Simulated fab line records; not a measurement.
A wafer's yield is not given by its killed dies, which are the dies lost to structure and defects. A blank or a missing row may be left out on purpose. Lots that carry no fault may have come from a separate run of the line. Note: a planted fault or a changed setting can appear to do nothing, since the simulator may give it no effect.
Matching of chambers || flow n5_finfet || pecvd-03 running N5_BEOL_M5_ILD_DEP_00: 3 sister chambers
The step deposits SiCOH lowk from DEMS/porogen, target thk 140.64 nm, time 25.9 s. 20 wafers are shown with their chamber, then 10 later ones without.

== WAFERS, EACH WITH ITS CHAMBER ==
{"wafer": "L074.2", "chamber": 0, "showerhead_vpp_V (V)": 1372, "throttle_valve_pct (%)": 13.2, "heater_power_outer_w (W)": 152}
{"wafer": "L074.3", "chamber": 2, "showerhead_vpp_V (V)": 1442, "throttle_valve_pct (%)": 13.3, "heater_power_outer_w (W)": 166}
{"wafer": "L074.4", "chamber": 1, "showerhead_vpp_V (V)": 1476, "throttle_valve_pct (%)": 13.8, "heater_power_outer_w (W)": 123}
{"wafer": "L078.1", "chamber": 0, "showerhead_vpp_V (V)": 1384, "throttle_valve_pct (%)": 13.2, "heater_power_outer_w (W)": 131}
{"wafer": "L078.4", "chamber": 1, "showerhead_vpp_V (V)": 1464, "throttle_valve_pct (%)": 13.6, "heater_power_outer_w (W)": 139}
{"wafer": "L078.5", "chamber": 0, "showerhead_vpp_V (V)": 1365, "throttle_valve_pct (%)": 13.2, "heater_power_outer_w (W)": 140}
{"wafer": "L079.1", "chamber": 0, "showerhead_vpp_V (V)": 1390, "throttle_valve_pct (%)": 13.3, "heater_power_outer_w (W)": 124}
{"wafer": "L079.4", "chamber": 1, "showerhead_vpp_V (V)": 1458, "throttle_valve_pct (%)": 13.7, "heater_power_outer_w (W)": 86}
{"wafer": "L079.6", "chamber": 0, "showerhead_vpp_V (V)": 1381, "throttle_valve_pct (%)": 13.2, "heater_power_outer_w (W)": 125}
{"wafer": "L080.3", "chamber": 0, "showerhead_vpp_V (V)": 1395, "throttle_valve_pct (%)": 13.0, "heater_power_outer_w (W)": 146}
{"wafer": "L080.4", "chamber": 0, "showerhead_vpp_V (V)": 1361, "throttle_valve_pct (%)": 13.3, "heater_power_outer_w (W)": 147}
{"wafer": "L080.5", "chamber": 1, "showerhead_vpp_V (V)": 1453, "throttle_valve_pct (%)": 13.6, "heater_power_outer_w (W)": 92}
{"wafer": "L081.3", "chamber": 2, "showerhead_vpp_V (V)": 1466, "throttle_valve_pct (%)": 13.0, "heater_power_outer_w (W)": 186}
{"wafer": "L081.5", "chamber": 2, "showerhead_vpp_V (V)": 1458, "throttle_valve_pct (%)": 13.5, "heater_power_outer_w (W)": 193}
{"wafer": "L081.6", "chamber": 0, "showerhead_vpp_V (V)": 1401, "throttle_valve_pct (%)": 13.0, "heater_power_outer_w (W)": 159}
{"wafer": "L083.1", "chamber": 1, "showerhead_vpp_V (V)": 1447, "throttle_valve_pct (%)": 13.7, "heater_power_outer_w (W)": 121}
{"wafer": "L083.4", "chamber": 1, "showerhead_vpp_V (V)": 1478, "throttle_valve_pct (%)": 13.7, "heater_power_outer_w (W)": 125}
{"wafer": "L083.5", "chamber": 2, "showerhead_vpp_V (V)": 1448, "throttle_valve_pct (%)": 13.1, "heater_power_outer_w (W)": 172}
{"wafer": "L085.3", "chamber": 1, "showerhead_vpp_V (V)": 1466, "throttle_valve_pct (%)": 13.7, "heater_power_outer_w (W)": 141}
{"wafer": "L085.5", "chamber": 2, "showerhead_vpp_V (V)": 1480, "throttle_valve_pct (%)": 13.3, "heater_power_outer_w (W)": 191}

SIGNATURES, as means of the wafers listed above
{"reading": "showerhead_vpp_V", "chamber 0": 1381.12, "chamber 1": 1463.14, "chamber 2": 1458.80, "scatter within a chamber": 13.5}
{"reading": "throttle_valve_pct", "chamber 0": 13.175, "chamber 1": 13.686, "chamber 2": 13.240, "scatter within a chamber": 0.127}
{"reading": "heater_power_outer_w", "chamber 0": 140.50, "chamber 1": 118.14, "chamber 2": 181.60, "scatter within a chamber": 16.2}
Rule: for each reading, subtract the chamber's mean from the wafer's reading, divide by that reading's scatter and square the result; add these up over the readings and take the root, which gives the wafer's distance from the chamber. If the next closest chamber is less than 2 further off than the closest, the wafer can't be placed; otherwise it belongs to the closest. How the scatter is found: for the shown wafers, subtract from each reading the mean of its chamber, square and add these, divide the total by (wafers less chambers), then take the root.

== WAFERS WITH NO CHAMBER GIVEN ==
{"wafer": "L085.6", "showerhead_vpp_V (V)": 1474, "throttle_valve_pct (%)": 13.4, "heater_power_outer_w (W)": 87}
{"wafer": "L084.1", "showerhead_vpp_V (V)": 1394, "throttle_valve_pct (%)": 13.4, "heater_power_outer_w (W)": 116}
{"wafer": "L084.2", "showerhead_vpp_V (V)": 1457, "throttle_valve_pct (%)": 13.1, "heater_power_outer_w (W)": 216}
{"wafer": "L084.6", "showerhead_vpp_V (V)": 1461, "throttle_valve_pct (%)": 13.4, "heater_power_outer_w (W)": 216}
{"wafer": "L091.1", "showerhead_vpp_V (V)": 1461, "throttle_valve_pct (%)": 13.6, "heater_power_outer_w (W)": 122}
{"wafer": "L091.2", "showerhead_vpp_V (V)": 1444, "throttle_valve_pct (%)": 13.3, "heater_power_outer_w (W)": 187}
{"wafer": "L091.3", "showerhead_vpp_V (V)": 1355, "throttle_valve_pct (%)": 13.0, "heater_power_outer_w (W)": 162}
{"wafer": "L094.1", "showerhead_vpp_V (V)": 1483, "throttle_valve_pct (%)": 14.0, "heater_power_outer_w (W)": 132}
{"wafer": "L094.3", "showerhead_vpp_V (V)": 1453, "throttle_valve_pct (%)": 13.1, "heater_power_outer_w (W)": 207}
{"wafer": "L094.4", "showerhead_vpp_V (V)": 1402, "throttle_valve_pct (%)": 13.1, "heater_power_outer_w (W)": 137}

== WHICH CHAMBER EACH ONE RAN IN ==
{"wafer": "L085.6", "from the rows above": 1, "in truth": 1}
{"wafer": "L084.1", "from the rows above": 0, "in truth": 0}
{"wafer": "L084.2", "from the rows above": 2, "in truth": 2}
{"wafer": "L084.6", "from the rows above": 2, "in truth": 2}
{"wafer": "L091.1", "from the rows above": 1, "in truth": 1}
{"wafer": "L091.2", "from the rows above": 2, "in truth": 2}
{"wafer": "L091.3", "from the rows above": 0, "in truth": 0}
{"wafer": "L094.1", "from the rows above": 1, "in truth": 1}
{"wafer": "L094.3", "from the rows above": 2, "in truth": 2}
{"wafer": "L094.4", "from the rows above": 0, "in truth": 0}
10 of 10 placed correctly. Number that these rows cannot place: 0. Placed wrongly: 0.
